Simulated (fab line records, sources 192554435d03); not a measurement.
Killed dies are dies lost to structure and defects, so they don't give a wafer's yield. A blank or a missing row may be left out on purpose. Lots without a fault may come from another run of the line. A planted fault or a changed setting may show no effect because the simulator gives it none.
One fault seen from 2 desks | flow n5_finfet | each desk has only its own numbers; what lay behind them comes last

THE TOOL OWNER'S DESK: ald_sin-03
The tool's own readings at N5_BEOL_M0_SAQP_SPACER1_ALD_98 (deposits SiO2, target thk 12.8 nm, pulse time 1 s, purge time 2 s): means of the sampled wafers that have a number, for each lot that ran on this tool. A lot is out of limits, marked OUT, if its mean lies more than 4 standard deviations from the usual mean; the brackets give that distance.
Columns: A = chamber_pressure_Torr at N5_BEOL_M0_SAQP_SPACER1_ALD_98, usual 2.000 Torr; B = heater_power_w at N5_BEOL_M0_SAQP_SPACER1_ALD_98, usual 478 W; C = precursor_pulse_height_rel at N5_BEOL_M0_SAQP_SPACER1_ALD_98, usual 1.002
lot  | first seen here | A     | B   | C
L165 | day 5 11:17     | 2.001 | 474 | 0.992
L167 | day 6 01:15     | 2.003 | 486 | 1.014
L170 | day 6 21:38     | 2.001 | 451 | 1.005
L181 | day 9 13:43     | 1.997 | 487 | 1.001
L182 | day 9 21:03     | 2.002 | 494 | 1.012
This desk's finding: nothing out of limits on any of the 5 lots.

THE METROLOGY DESK
What the gauges read, lot by lot, whatever tool the lot ran on: means of the sampled wafers that have a number. A lot is out of limits, marked OUT, if its mean lies more than 4 standard deviations from the usual mean; the brackets give that distance. Of its 11 readings 7 are shown: those that lie furthest out on some lot.
Columns: A = DIBL_N at N5_BEOL_M4_RC_MEAS_101, usual 35.7 mV/V; B = IOFF_N at N5_BEOL_M4_RC_MEAS_101, usual 0.152 nA/um; C = IOFF_P at N5_BEOL_M4_RC_MEAS_101, usual 0.20 nA/um; D = ION_P at N5_BEOL_M4_RC_MEAS_101, usual 461 uA/um; E = SS_P at N5_BEOL_M4_RC_MEAS_101, usual 73.1 mV/dec; F = VT_N at N5_BEOL_M4_RC_MEAS_101, usual 251 mV; G = VT_P at N5_BEOL_M4_RC_MEAS_101, usual -251 mV
lot  | first seen here | A    | B     | C    | D   | E    | F   | G
L165 | day 5 11:59     | 35.8 | 0.173 | 0.24 | 467 | 73.9 | 248 | -246
L166 | day 5 16:09     | 34.5 | 0.124 | 0.17 | 458 | 73.1 | 254 | -252
L167 | day 6 01:56     | 36.0 | 0.167 | 0.24 | 464 | 73.6 | 250 | -247
L169 | day 6 17:52     | 36.3 | 0.179 | 0.19 | 458 | 73.5 | 250 | -254
L170 | day 6 22:28     | 36.9 | 0.205 | 0.28 | 479 | 73.5 | 244 | -243
L180 | day 9 09:46     | 36.3 | 0.151 | 0.19 | 454 | 73.2 | 252 | -254
L181 | day 9 14:28     | 34.6 | 0.120 | 0.17 | 456 | 72.6 | 255 | -251
L182 | day 9 22:03     | 34.5 | 0.143 | 0.19 | 465 | 73.3 | 253 | -250
L183 | day 10 03:16    | 38.3 | 0.191 | 0.27 | 475 | 74.4 | 247 | -245
L186 | day 10 18:23    | 36.2 | 0.152 | 0.19 | 466 | 73.3 | 251 | -251
L187 | day 11 08:41    | 35.3 | 0.132 | 0.18 | 459 | 72.7 | 252 | -251
L188 | day 11 19:12    | 34.7 | 0.119 | 0.19 | 461 | 72.8 | 255 | -251
This desk's finding: nothing out of limits on any of the 12 lots.

PUT TOGETHER
The tool owner's desk saw nothing out of limits.
The metrology desk saw nothing out of limits.

WHAT THE SIMULATOR HAD PUT IN
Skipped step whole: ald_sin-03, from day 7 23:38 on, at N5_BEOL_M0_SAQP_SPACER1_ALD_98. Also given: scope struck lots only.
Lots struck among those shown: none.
